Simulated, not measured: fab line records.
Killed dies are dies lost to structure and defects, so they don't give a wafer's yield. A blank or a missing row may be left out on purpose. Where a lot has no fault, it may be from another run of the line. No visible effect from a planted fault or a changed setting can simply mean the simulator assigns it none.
Matching of chambers	flow n5-finfet	4 sister chambers for N5_DUMMY_GATE_ETCH_29 on rie-diel-01
The step etches underlayer in N2/H2, target depth 13 nm. 4 wafers are shown with their chamber, then 8 later ones without.

== WAFERS PAIRED WITH THEIR CHAMBERS ==
wafer	chamber	throttle-valve-pct (%)
L087.5	2	18.06
L090.5	1	17.44
L090.6	0	18.21
L091.1	3	17.84

== WAFERS WHOSE CHAMBER IS MISSING ==
wafer	throttle-valve-pct (%)
L091.2	18.07
L091.6	17.86
L094.1	17.86
L094.2	17.43
L094.3	18.06
L095.2	18.07
L095.3	17.85
L095.5	17.43

== EACH ONE'S CHAMBER ==
wafer	from the rows above	in truth
L091.2	2	2
L091.6	3	3
L094.1	3	3
L094.2	1	1
L094.3	2	2
L095.2	2	2
L095.3	3	3
L095.5	1	1
Placed correctly: 8 of 8. From these rows, 0 cannot be placed. Number placed wrongly: 0.
How it was worked out, from the rows above alone: a wafer's distance from a chamber is the root of the sum, over the readings, of the square of ((its reading less the chamber's mean) divided by the reading's scatter). If the next closest chamber is less than 2 further off than the closest, the wafer can't be placed; otherwise it belongs to the closest. The mean given for a chamber averages the wafers shown for that chamber. The scatter: with one shown wafer a chamber, the root of the mean of the squares of how far each hidden wafer lies from its nearest shown one.
